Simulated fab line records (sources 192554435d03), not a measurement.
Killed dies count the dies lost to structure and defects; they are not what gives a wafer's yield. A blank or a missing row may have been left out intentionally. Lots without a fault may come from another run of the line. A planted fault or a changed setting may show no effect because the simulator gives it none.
Matching of chambers | flow n5Finfet | N5_BEOL_M0_SAQP_ETCH_107 on rieDiel-05: 4 sister chambers
The step etches SiNx in CH3F/O2, target depth 30 nm. 4 wafers are shown with their chamber, then 10 later ones without.

== EACH WAFER AND ITS CHAMBER ==
wafer  | chamber | showerheadPlenumPTorr (Torr)
L080.6 | 0       | 1.98
L086.1 | 3       | 1.98
L087.1 | 2       | 2.09
L087.2 | 1       | 2.06

== WAFERS MISSING THEIR CHAMBER ==
wafer  | showerheadPlenumPTorr (Torr)
L087.5 | 1.98
L088.1 | 1.98
L088.3 | 2.06
L088.6 | 2.09
L091.1 | 2.08
L091.2 | 1.98
L091.6 | 1.97
L092.1 | 2.06
L092.2 | 2.08
L092.6 | 1.98

== THE CHAMBER EACH PASSED THROUGH ==
wafer  | from the rows above     | in truth
L087.5 | can't be placed: 0 or 3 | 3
L088.1 | can't be placed: 0 or 3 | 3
L088.3 | 1                       | 1
L088.6 | 2                       | 2
L091.1 | can't be placed: 2 or 1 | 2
L091.2 | can't be placed: 0 or 3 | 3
L091.6 | can't be placed: 0 or 3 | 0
L092.1 | 1                       | 1
L092.2 | can't be placed: 2 or 1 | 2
L092.6 | can't be placed: 0 or 3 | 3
Correctly placed: 3 of 10. Cannot be placed on the basis of these rows: 7; the candidates contain the true chamber in 7. Wrongly placed: 0.
How it was worked out, from the rows above alone: a wafer's distance from a chamber is the root of the sum, over the readings, of the square of ((its reading less the chamber's mean) divided by the reading's scatter). If the next closest chamber is less than 2 further off than the closest, the wafer can't be placed; otherwise it belongs to the closest. A chamber's mean is the mean of its shown wafers. The scatter: root of mean squared gap, hidden wafer to nearest shown wafer, with one shown wafer a chamber.
